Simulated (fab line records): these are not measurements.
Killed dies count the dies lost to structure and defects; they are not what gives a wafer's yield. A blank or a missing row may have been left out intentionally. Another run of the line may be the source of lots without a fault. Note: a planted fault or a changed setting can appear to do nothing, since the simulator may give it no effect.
fab line records	flow n5_finfet
[record] lots = 7	wafers = 21
route steps=1938 shown BEOL_M1@761 BEOL_M2@847 BEOL_M3@980 BEOL_M5@1116
start_h: hours from the record's opening day to when the first of the lot's shown wafers began	wait_h: hours from the lot's prior step to this one	" identical to the entry in the row above	L1.1+2: a single row standing in for several wafers	- no value, or no start was given	* or withheld: withheld	< > ~ a bound
route shown NAME@n: names a module that has steps shown in the file, with the first one's number in the route	usual: mean/standard deviation of fault-free wafers	same: alike in all rows	chamber/n: place in a boat	sites: each site's reading	_std_site: standard deviation of those values	_edge_site: outer sites' mean less inner sites'	radius_mm: for every site, how far away it sits from the centre of the wafer	mask NAME#n: copy n	behind: the tool/chamber that last shaped the wafer	hold: cause of the lot's hold/its duration in hours/its outcome	device: whichever transistor did not switch (one of n, p or np)	end of line: the tests these same wafers got at the end of their route	step lacking rows: just its recipe	killed: not the wafer's yield, but the dies lost to structure and defects at the first sort	map: shows each die of a wafer: x if killed, . if not, _ if none is there
set.NAME: the setting that was run; set.NAME@STEP: the one run at that earlier step	model.NAME: the simulator's own value behind a step, which no gauge read
lots with deliberately changed settings; one table per step, one row per wafer
[[steps]]
[step N5_BEOL_M1_EXPOSE_08]
[recipe] mask_id = M1	na = 0.33	source_shape = dipole	sigma_inner = 0.369	sigma_outer = 0.767	polarization = unpolarized	dose_mj = 33
lot.wafer	tool	chamber	start_h	wait_h	mask	set.dose_mj
L075.1	euv_scanner-02	0	134.40	-	M1#0	30.82
L075.5+6	"	0	"	"	M1#0	33
L077.2+4+5	euv_scanner-02	0	139.37	-	M1#0	30.92
L081.2+4+6	euv_scanner-02	0	162.44	-	M1#0	33
L090.4+6	euv_scanner-01	0	220.82	-	M1#0	33
L090.5	"	0	"	"	M1#0	33.78
L092.1+3+4	euv_scanner-02	0	226.36	-	M1#0	33
L091.3	euv_scanner-01	0	226.74	-	M1#0	33
L091.5+6	"	0	"	"	M1#0	35.42
L093.1+6	euv_scanner-02	0	237.04	-	M1#0	30.55
L093.3	"	0	"	"	M1#0	33
[step N5_BEOL_M1_PEB_09]
[recipe] peb_temp_c = 100	peb_time_s = 60	resist = CAR-EUV
[step N5_BEOL_M1_DEVELOP_10]
[recipe] develop_time_s = 30	developer = TMAH	resist = CAR-EUV	rinse_liquid = surfactant_rinse	dry = air_spin	dev_temp_c = 23
[step N5_BEOL_M1_CD_MEAS_11]
[recipe] target_cd_nm = 17.05	landing_energy_ev = 500	detector = se_inlens	polarity = opening
[usual] cd_nm = 17.09/0.22
lot.wafer	tool	chamber	start_h	wait_h	set.dose_mj@BEOL_M1_EXPOSE_08	cd_nm
L075.1	cd_sem-01	0	134.53	-	30.82	15.41
L075.5	"	0	"	"	33	17.18
L075.6	"	0	"	"	33	16.99
L077.2	cd_sem-03	0	139.50	-	30.92	15.86
L077.4	"	0	"	"	30.92	15.59
L077.5	"	0	"	"	30.92	15.67
L081.2	cd_sem-03	0	162.56	-	33	16.58
L081.4	"	0	"	"	33	17.27
L081.6	"	0	"	"	33	17.39
L090.4	cd_sem-02	0	220.93	-	33	17.12
L090.5	"	0	"	"	33.78	17.67
L090.6	"	0	"	"	33	17.03
L092.1	cd_sem-01	0	226.49	-	33	17.14
L092.3	"	0	"	"	33	16.89
L092.4	"	0	"	"	33	16.90
L091.3	cd_sem-02	0	226.86	-	33	17.02
L091.5	"	0	"	"	35.42	18.61
L091.6	"	0	"	"	35.42	17.98
L093.1	cd_sem-01	0	237.17	-	30.55	15.28
L093.3	"	0	"	"	33	17.24
L093.6	"	0	"	"	30.55	15.69
[step N5_BEOL_M1_DESCUM_16]
[recipe] chemistry = O2	time_s = 7	source_power_w = 50	bias_power_w = 20	pressure_mtorr = 20	rf_frequency_hz = 2.712e+07	temp_c = 40	resist = CAR-EUV	o2_flow_sccm = 225
[step N5_BEOL_M1_ETCH_74]
[recipe] chemistry = N2/H2	target = underlayer	target_depth_a = 65	mask_material = CAR-EUV	time_s = 5.2	ion_energy_ev = 200	pressure_mtorr = 30	source_w = 840	bias_w = 150	n2_flow_sccm = 200	h2_flow_sccm = 200	ends = cleared
lot.wafer	tool	chamber	start_h	wait_h	set.dose_mj@BEOL_M1_EXPOSE_08	model.BEOL_M1.cd_offset_nm
L075.1	rie_diel-06	3	134.96	0.0	30.82	-1.4
L075.5	"	1	"	"	33	0
L075.6	"	0	"	"	33	-0.2
L077.2+5	rie_diel-06	2	139.70	0.0	30.92	-1
L077.4	"	1	"	"	30.92	-1.2
L081.2	rie_diel-01	1	162.72	0.0	33	-0.2
L081.4+6	"	1,2	"	"	33	0
L090.4+6	rie_diel-03	2,3	221.08	0.0	33	0.4
L090.5	"	0	"	"	33.78	0.8
L092.1	rie_diel-03	2	227.35	0.0	33	0.2
L092.3+4	"	1	"	"	33	-0.2
L091.3	rie_diel-06	3	227.56	0.0	33	0
L091.5	"	3	"	"	35.42	1.6
L091.6	"	2	"	"	35.42	1.4
L093.1	rie_diel-01	1	237.33	0.0	30.55	-1.6
L093.3	"	3	"	"	33	0.2
L093.6	"	1	"	"	30.55	-1.8
[step N5_BEOL_M1_ETCH_63]
[recipe] chemistry = CF4	target = SiARC	target_depth_a = 156	mask_material = CAR-EUV	time_s = 26	ion_energy_ev = 80	pressure_mtorr = 40	source_w = 545	bias_w = 36	Ar_flow_sccm = 100	cf4_flow_sccm = 100	ends = cleared
lot.wafer	tool	chamber	start_h	wait_h	set.dose_mj@BEOL_M1_EXPOSE_08	model.BEOL_M1.cd_offset_nm
L075.1	rie_diel-06	3	134.98	0.0	30.82	-1.6
L075.5	"	1	"	"	33	0.2
L075.6	"	0	"	"	33	-0.2
L077.2+4+5	rie_diel-06	2,1,2	139.71	0.0	30.92	-1
L081.2	rie_diel-01	1	162.74	0.0	33	-0.2
L081.4+6	"	1,2	"	"	33	0
L090.4	rie_diel-03	2	221.10	0.0	33	0.6
L090.5	"	0	"	"	33.78	0.6
L090.6	"	3	"	"	33	0.4
L092.1	rie_diel-03	2	227.37	0.0	33	0.4
L092.3+4	"	1	"	"	33	-0.2
L091.3	rie_diel-06	3	227.58	0.0	33	-0.2
L091.5+6	"	3,2	"	"	35.42	1.6
L093.1	rie_diel-01	1	237.34	0.0	30.55	-1.6
L093.3	"	3	"	"	33	0
L093.6	"	1	"	"	30.55	-1.8
[step N5_BEOL_M1_ETCH_64]
[recipe] chemistry = N2/H2	target = SOC	target_depth_a = 750	overetch_a = 150	mask_material = SiARC	temp_c = 40	time_s = 112.5	ion_energy_ev = 200	pressure_mtorr = 30	source_w = 840	bias_w = 150	n2_flow_sccm = 200	h2_flow_sccm = 200
[usual] rf_vpp_V = 522.4/1.5
lot.wafer	tool	chamber	start_h	wait_h	set.bias_w	set.dose_mj@BEOL_M1_EXPOSE_08	rf_vpp_V	model.BEOL_M1.cd_offset_nm	model.SiARC_of_BEOL_M1_COAT_62.thk_nm
L075.1	rie_diel-06	3	135.01	0.0	150	30.82	520.6	-1.8	6.8
L075.5	"	1	"	"	150	33	520.8	-0.2	7
L075.6	"	0	"	"	150	33	523.1	-0.2	7
L077.2	rie_diel-06	2	139.74	0.0	150	30.92	523.9	-1.2	6.8
L077.4	"	1	"	"	127.1	30.92	468.8	-1.4	8
L077.5	"	2	"	"	127.1	30.92	471.3	-1.2	7.8
L081.2	rie_diel-01	1	162.76	0.0	150	33	523.5	0	6.8
L081.4	"	1	"	"	150	33	521.6	0.4	6.8
L081.6	"	2	"	"	150	33	523.5	-0.2	6.6
L090.4	rie_diel-03	2	221.13	0.0	159.8	33	543.8	0.8	6.6
L090.5	"	0	"	"	150	33.78	525.4	0.6	6.8
L090.6	"	3	"	"	150	33	520.8	0.4	6.8
L092.1	rie_diel-03	2	227.40	0.0	169.9	33	565.8	0.4	6.2
L092.3	"	1	"	"	150	33	522.1	-0.2	6.8
L092.4	"	1	"	"	150	33	523.1	-0.4	6.8
L091.3	rie_diel-06	3	227.61	0.0	150	33	518.9	-0.4	6.8
L091.5	"	3	"	"	150	35.42	519.9	1.4	6.8
L091.6	"	2	"	"	150	35.42	522.4	1.6	6.8
L093.1	rie_diel-01	1	237.37	0.0	150	30.55	522.2	-1.6	6.8
L093.3	"	3	"	"	150	33	524.0	0.2	6.6
L093.6	"	1	"	"	150	30.55	520.6	-1.8	6.8
[step N5_BEOL_M1_STRIP_65]
[recipe] chemistry = N2/H2	temp_c = 40	n2_flow_sccm = 200	h2_flow_sccm = 200	rf_frequency_hz = 6e+07
[step N5_BEOL_M1_STRIP_75]
[recipe] chemistry = N2/H2	temp_c = 40	n2_flow_sccm = 200	h2_flow_sccm = 200	rf_frequency_hz = 6e+07
[step N5_BEOL_M1_STRIP_66]
[recipe] chemistry = CF4	resist = SiARC	power_w = 300	bias_power_w = 75	pressure_mtorr = 50	cf4_flow_sccm = 150	rf_frequency_hz = 6e+07
[step N5_BEOL_M1_HM_OPEN_17]
[recipe] chemistry = Cl2/BCl3	target_depth_a = 200	overetch_a = 60	target = TiN	mask_material = SOC	ion_energy_ev = 150	pressure_mtorr = 10	icp_w = 1000	bias_w = 126	Cl2_flow_sccm = 53.25	bcl3_flow_sccm = 21.75	Ar_flow_sccm = 25
lot.wafer	tool	chamber	start_h	wait_h	set.dose_mj@BEOL_M1_EXPOSE_08	model.BEOL_M1.cd_offset_nm
L075.1	rie_metal-02	0	135.17	0.0	30.82	-2
L075.5+6	"	0,1	"	"	33	-0.2
L077.2+5	rie_metal-01	1,0	139.91	0.0	30.92	-1.2
L077.4	"	0	"	"	30.92	-1.6
L081.2	rie_metal-02	1	162.93	0.0	33	0.2
L081.4	"	1	"	"	33	0.4
L081.6	"	1	"	"	33	-0.2
L090.4	rie_metal-03	0	221.33	0.1	33	1
L090.5	"	0	"	"	33.78	0.8
L090.6	"	1	"	"	33	0.2
L092.1	rie_metal-02	1	227.57	0.0	33	0.6
L092.3	"	0	"	"	33	-0.2
L092.4	"	1	"	"	33	-0.4
L091.3	rie_metal-01	1	227.80	0.1	33	-0.4
L091.5	"	0	"	"	35.42	1.4
L091.6	"	1	"	"	35.42	1.8
L093.1	rie_metal-03	0	237.54	0.0	30.55	-1.4
L093.3	"	1	"	"	33	0.2
L093.6	"	0	"	"	30.55	-1.6
[step N5_BEOL_M1_STRIP_19]
[recipe] chemistry = O2	power_w = 400	temp_c = 40	pressure_mtorr = 30	rf_frequency_hz = 6e+07	bias_power_w = 0	overash_fraction = 0.2	o2_flow_sccm = 225
[step N5_BEOL_M1_CD_MEAS_18]
[recipe] pitch_nm = 36	target_cd_nm = 18
[usual] cd_nm = 18.1/0.32
lot.wafer	tool	chamber	start_h	wait_h	set.dose_mj@BEOL_M1_EXPOSE_08	cd_nm
L075.1	cd_sem-02	-	135.54	0.0	30.82	16.4
L075.5	"	-	"	"	33	18.2
L075.6	"	-	"	"	33	17.8
L077.2	cd_sem-03	-	140.09	0.1	30.92	16.7
L077.4	"	-	"	"	30.92	16.4
L077.5	"	-	"	"	30.92	16.5
L081.2	cd_sem-03	-	163.11	0.1	33	18.5
L081.4	"	-	"	"	33	18.2
L081.6	"	-	"	"	33	17.7
L090.4	cd_sem-01	-	221.50	0.1	33	18.8
L090.5	"	-	"	"	33.78	18.7
L090.6	"	-	"	"	33	18.2
L092.1	cd_sem-02	-	227.83	0.0	33	18.5
L092.3	"	-	"	"	33	17.6
L092.4	"	-	"	"	33	17.8
L091.3	cd_sem-02	-	227.97	0.1	33	17.5
L091.5	"	-	"	"	35.42	19.2
L091.6	"	-	"	"	35.42	19.4
L093.1	cd_sem-03	-	237.72	0.0	30.55	16.9
L093.3	"	-	"	"	33	18.2
L093.6	"	-	"	"	30.55	16.3
[step N5_BEOL_M1_DEP_57]
[recipe] material = SiCN	target_thk_a = 80	temp_c = withheld	precursor = 3MS/NH3	pressure_torr = 3	rf_w = 202	time_s = 14
lot.wafer	tool	chamber	start_h	wait_h	set.time_s	model.SiCN_of_BEOL_M1_DEP_57.thk_nm
L075.1	pecvd-04	2	142.47	0.0	13.1	7.2
L075.5+6	"	2,1	"	"	14	7.8
L077.2+4	pecvd-03	1,0	150.80	0.0	16	9.2
L077.5	"	1	"	"	14	8.2
L081.2	pecvd-04	2	168.83	0.0	14	7.8
L081.4	"	2	"	"	14	8
L081.6	"	1	"	"	14	8.2
L090.4	pecvd-02	1	235.27	0.0	13.4	7.6
L090.5	"	0	"	"	13.4	8
L090.6	"	2	"	"	14	7.8
L091.3	pecvd-02	0	240.20	0.0	14	8
L091.5	"	2	"	"	13.13	7.4
L091.6	"	0	"	"	14	8.2
L092.1	pecvd-02	2	240.97	0.0	14	7.8
L092.3+4	"	0,1	"	"	14	8
L093.1	pecvd-02	1	243.41	0.0	12.78	7.2
L093.3	"	2	"	"	12.78	7
L093.6	"	0	"	"	14	8
[step N5_BEOL_M2_COAT_73]
[recipe] resist = underlayer	temp_c = 205	time_s = 60	spin_rpm = 1500	resist_thk_nm = 5
lot.wafer	tool	chamber	start_h	wait_h	set.spin_rpm
L075.1+5+6	litho_track-01	0	-	-	1500
L077.2+5	litho_track-04	0	-	-	1635
L077.4	"	0	"	"	1500
L081.2+4+6	litho_track-04	0	-	-	1500
L090.4	litho_track-04	0	-	-	1649
L090.5+6	"	0	"	"	1500
L091.3+5	litho_track-01	0	-	-	1641
L091.6	"	0	"	"	1500
L092.1+3+4	litho_track-01	0	-	-	1500
L093.1+6	litho_track-04	0	-	-	1641
L093.3	"	0	"	"	1500
[step N5_BEOL_M2_COAT_05]
[recipe] resist = CAR-EUV	spin_rpm = 1500	resist_thk_nm = 30
[step N5_BEOL_M2_EBR_07]
[recipe] solvent = PGMEA	ebr_width_mm = 1.5
[step N5_BEOL_M2_DESCUM_16]
[recipe] chemistry = O2	time_s = 7	source_power_w = 50	bias_power_w = 20	pressure_mtorr = 20	rf_frequency_hz = 2.712e+07	temp_c = 40	resist = CAR-EUV	o2_flow_sccm = 225
[step N5_BEOL_M2_ETCH_74]
[recipe] chemistry = N2/H2	target = underlayer	target_depth_a = 65	mask_material = CAR-EUV	time_s = 5.2	ion_energy_ev = 200	pressure_mtorr = 30	source_w = 840	bias_w = 150	n2_flow_sccm = 200	h2_flow_sccm = 200	ends = cleared
lot.wafer	tool	chamber	start_h	wait_h	set.spin_rpm@BEOL_M2_COAT_73	model.etch.depth_nm
L075.1	rie_diel-04	0	144.05	0.0	1500	4.999
L075.5	"	2	"	"	1500	5.007
L075.6	"	1	"	"	1500	5.008
L077.2	rie_diel-05	3	152.19	0.0	1635	4.827
L077.4	"	2	"	"	1500	5.028
L077.5	"	2	"	"	1635	4.819
L081.2	rie_diel-02	2	170.60	0.0	1500	5.016
L081.4	"	3	"	"	1500	5.014
L081.6	"	1	"	"	1500	5.021
L090.4	rie_diel-02	3	237.30	0.0	1649	4.774
L090.5	"	0	"	"	1500	4.995
L090.6	"	1	"	"	1500	5.008
L091.3	rie_diel-05	0	242.08	0.0	1641	4.786
L091.5	"	2	"	"	1641	4.785
L091.6	"	3	"	"	1500	5
L092.1	rie_diel-05	1	243.25	0.0	1500	5.012
L092.3	"	0	"	"	1500	4.996
L092.4	"	3	"	"	1500	5.007
L093.1	rie_diel-05	2	244.56	0.0	1641	4.765
L093.3	"	1	"	"	1500	4.99
L093.6	"	0	"	"	1641	4.777
[step N5_BEOL_M3_TRENCH_ETCH_37]
[recipe] chemistry = C4F6/O2	target_depth_a = 555.55	target = SiOC	time_s = 29.2	ion_energy_ev = 250	pressure_mtorr = 30	source_w = 355	bias_w = 185	Ar_flow_sccm = 300	C4F6_flow_sccm = 10	O2_flow_sccm = 10
lot.wafer	tool	chamber	start_h	wait_h	set.time_s	model.etch.depth_nm	model.BEOL_M3.feature_depth_nm
L075.1	rie_diel-03	3	-	-	29.2	55.8	55.8
L075.5	"	2	"	"	29.2	54.5	54.4
L075.6	"	1	"	"	29.2	55.34	55.4
L077.2	rie_diel-06	2	-	-	32.17	63.02	63
L077.4	"	3	"	"	29.2	56.33	56.4
L077.5	"	1	"	"	29.2	55	55
L081.2	rie_diel-01	1	-	-	29.2	56.81	56.8
L081.4	"	0	"	"	29.2	56.84	56.8
L081.6	"	0	"	"	29.2	56.45	56.4
L090.4	rie_diel-01	2	-	-	29.2	56.32	56.4
L090.5	"	2	"	"	29.2	56.44	56.4
L090.6	"	1	"	"	29.2	57.07	57
L091.3	rie_diel-06	1	-	-	29.2	54.1	54.2
L091.5	"	1	"	"	34.74	64.43	64.4
L091.6	"	0	"	"	29.2	54.62	54.6
L092.1	rie_diel-06	1	-	-	29.2	54.82	54.8
L092.3	"	3	"	"	33.76	64.76	64.8
L092.4	"	2	"	"	33.76	65.69	65.6
L093.1	rie_diel-06	1	-	-	29.2	54.71	54.8
L093.3	"	2	"	"	29.2	56.88	56.8
L093.6	"	2	"	"	29.2	57	57
[step N5_BEOL_M3_ETCH_41]
[recipe] chemistry = CH3F/O2	target = SiCN	target_depth_a = 299	taper_deg = 2	time_s = 52.5	ion_energy_ev = 120	mask_material = TiN	pressure_mtorr = 30	source_w = 395	bias_w = 75	Ar_flow_sccm = 150	CH3F_flow_sccm = 30	O2_flow_sccm = 20
[step N5_BEOL_M3_STRIP_97]
[recipe] chemistry = N2/H2	time_s = 10	power_w = 450	temp_c = 40	pressure_mtorr = 20	rf_frequency_hz = 6e+07	bias_power_w = 7	n2_flow_sccm = 200	h2_flow_sccm = 200
[step N5_BEOL_M3_OCD_MEAS_38]
[usual] trench_depth_nm = 55.5/0.96
lot.wafer	tool	chamber	start_h	wait_h	set.time_s@BEOL_M3_TRENCH_ETCH_37	trench_depth_nm
L075.1	ocd-02	-	162.06	-	29.2	56.0
L075.5	"	-	"	"	29.2	54.8
L075.6	"	-	"	"	29.2	55.9
L077.2	ocd-02	-	164.85	-	32.17	63.3
L077.4	"	-	"	"	29.2	56.4
L077.5	"	-	"	"	29.2	55.2
L081.2	ocd-02	-	193.41	-	29.2	57.3
L081.4	"	-	"	"	29.2	56.9
L081.6	"	-	"	"	29.2	56.2
L090.4	ocd-02	-	251.97	-	29.2	55.9
L090.5	"	-	"	"	29.2	56.8
L090.6	"	-	"	"	29.2	57.2
L091.3	ocd-02	-	258.51	-	29.2	53.5
L091.5	"	-	"	"	34.74	64.4
L091.6	"	-	"	"	29.2	54.8
L092.1	ocd-02	-	265.26	-	29.2	54.9
L092.3	"	-	"	"	33.76	64.7
L092.4	"	-	"	"	33.76	65.5
L093.1	ocd-02	-	270.95	-	29.2	54.4
L093.3	"	-	"	"	29.2	57.1
L093.6	"	-	"	"	29.2	56.9
[step N5_BEOL_M3_SPUTTER_86]
[recipe] material = Cu	target_thk_a = 45	temp_c = -20	chamber_pressure_pa = 0.07	power_w = withheld	time_s = 8.29
lot.wafer	tool	chamber	start_h	wait_h	set.time_s	model.Cu_of_BEOL_M3_SPUTTER_86.thk_nm
L075.1+5+6	pvd_sputter-01	-	164.02	0.1	8.29	4.6
L077.2	pvd_sputter-03	-	166.40	0.1	8.29	4.4
L077.4+5	"	-	"	"	7.329	4
L081.2+4+6	pvd_sputter-03	-	195.01	0.1	8.29	4.6
L090.4	pvd_sputter-02	-	253.73	0.1	8.29	4.8
L090.5	"	-	"	"	7.071	4
L090.6	"	-	"	"	8.29	4.4
L091.3+6	pvd_sputter-03	-	261.13	0.1	9.019	-
L091.5	"	-	"	"	8.29	4.4
L092.1+4	pvd_sputter-03	-	268.50	0.1	7.254	-
L092.3	"	-	"	"	8.29	4.6
L093.1	pvd_sputter-01	-	273.27	0.1	9.097	-
L093.3	"	-	"	"	8.29	4.2
L093.6	"	-	"	"	8.29	4.4
[step N5_BEOL_M5_HM_DEP_02]
[recipe] material = TiN	target_thk_a = 200	temp_c = 25	chamber_pressure_pa = 0.49996
lot.wafer	tool	chamber	start_h	wait_h	set.target_thk_a	model.TiN_of_BEOL_M5_HM_DEP_02.thk_nm
L075.1+6	pvd_sputter-01	-	186.09	1.4	226.2	22.6
L075.5	"	-	"	"	200	19.8
L077.2	pvd_sputter-02	-	186.16	1.1	208.4	21
L077.4+5	"	-	"	"	200	20.2
L081.2+6	pvd_sputter-02	-	211.57	0.4	200	20.2
L081.4	"	-	"	"	200	20
L090.4	pvd_sputter-01	-	268.11	1.0	200	20
L090.5	"	-	"	"	223.2	22.6
L090.6	"	-	"	"	223.2	22.4
L091.3	pvd_sputter-01	-	275.71	0.8	190.5	18.8
L091.5	"	-	"	"	200	19.8
L091.6	"	-	"	"	190.5	19.2
L092.1	pvd_sputter-03	-	282.89	0.8	200	20.2
L092.3	"	-	"	"	200	19.4
L092.4	"	-	"	"	200	20
L093.1	pvd_sputter-03	-	286.75	0.3	200	19.8
L093.3	"	-	"	"	200	20.2
L093.6	"	-	"	"	200	20
[[key]]
[split] step = N5_BEOL_M1_EXPOSE_08	setting = dose_mj	stated = 33	by = wafer
[response] step = N5_BEOL_M1_CD_MEAS_11	reading = cd_nm	change = +0.22	per = 1%	r = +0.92
[response] step = N5_BEOL_M1_ETCH_74	reading = model.BEOL_M1.cd_offset_nm	change = +0.219	per = 1%	r = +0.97
[response] step = N5_BEOL_M1_ETCH_63	reading = model.BEOL_M1.cd_offset_nm	change = +0.232	per = 1%	r = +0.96
[response] step = N5_BEOL_M1_ETCH_64	reading = model.BEOL_M1.cd_offset_nm	change = +0.244	per = 1%	r = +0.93
[response] step = N5_BEOL_M1_HM_OPEN_17	reading = model.BEOL_M1.cd_offset_nm	change = +0.251	per = 1%	r = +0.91
[response] step = N5_BEOL_M1_CD_MEAS_18	reading = cd_nm	change = +0.232	per = 1%	r = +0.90
[split] step = N5_BEOL_M1_ETCH_64	setting = bias_w	stated = 150	by = wafer
[response] step = N5_BEOL_M1_ETCH_64	reading = rf_vpp_V	change = +3.39	per = 1%	r = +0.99
[response] step = N5_BEOL_M1_ETCH_64	reading = model.SiARC_of_BEOL_M1_COAT_62.thk_nm	change = -0.0577	per = 1%	r = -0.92
[split] step = N5_BEOL_M1_DEP_57	setting = time_s	stated = 14	by = wafer
[response] step = N5_BEOL_M1_DEP_57	reading = model.SiCN_of_BEOL_M1_DEP_57.thk_nm	change = +0.0802	per = 1%	r = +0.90
[split] step = N5_BEOL_M2_COAT_73	setting = spin_rpm	stated = 1500	by = wafer
[response] step = N5_BEOL_M2_ETCH_74	reading = model.etch.depth_nm	change = -0.023	per = 1%	r = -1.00
[split] step = N5_BEOL_M3_TRENCH_ETCH_37	setting = time_s	stated = 29.2	by = wafer
[response] step = N5_BEOL_M3_TRENCH_ETCH_37	reading = model.etch.depth_nm	change = +0.606	per = 1%	r = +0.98
[response] step = N5_BEOL_M3_TRENCH_ETCH_37	reading = model.BEOL_M3.feature_depth_nm	change = +0.603	per = 1%	r = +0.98
[response] step = N5_BEOL_M3_OCD_MEAS_38	reading = trench_depth_nm	change = +0.606	per = 1%	r = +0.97
[split] step = N5_BEOL_M3_SPUTTER_86	setting = time_s	stated = 8.29	by = wafer
[response] step = N5_BEOL_M3_SPUTTER_86	reading = model.Cu_of_BEOL_M3_SPUTTER_86.thk_nm	change = +0.0384	per = 1%	r = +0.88
[split] step = N5_BEOL_M5_HM_DEP_02	setting = target_thk_a	stated = 200	by = wafer
[response] step = N5_BEOL_M5_HM_DEP_02	reading = model.TiN_of_BEOL_M5_HM_DEP_02.thk_nm	change = +0.21	per = 1%	r = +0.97
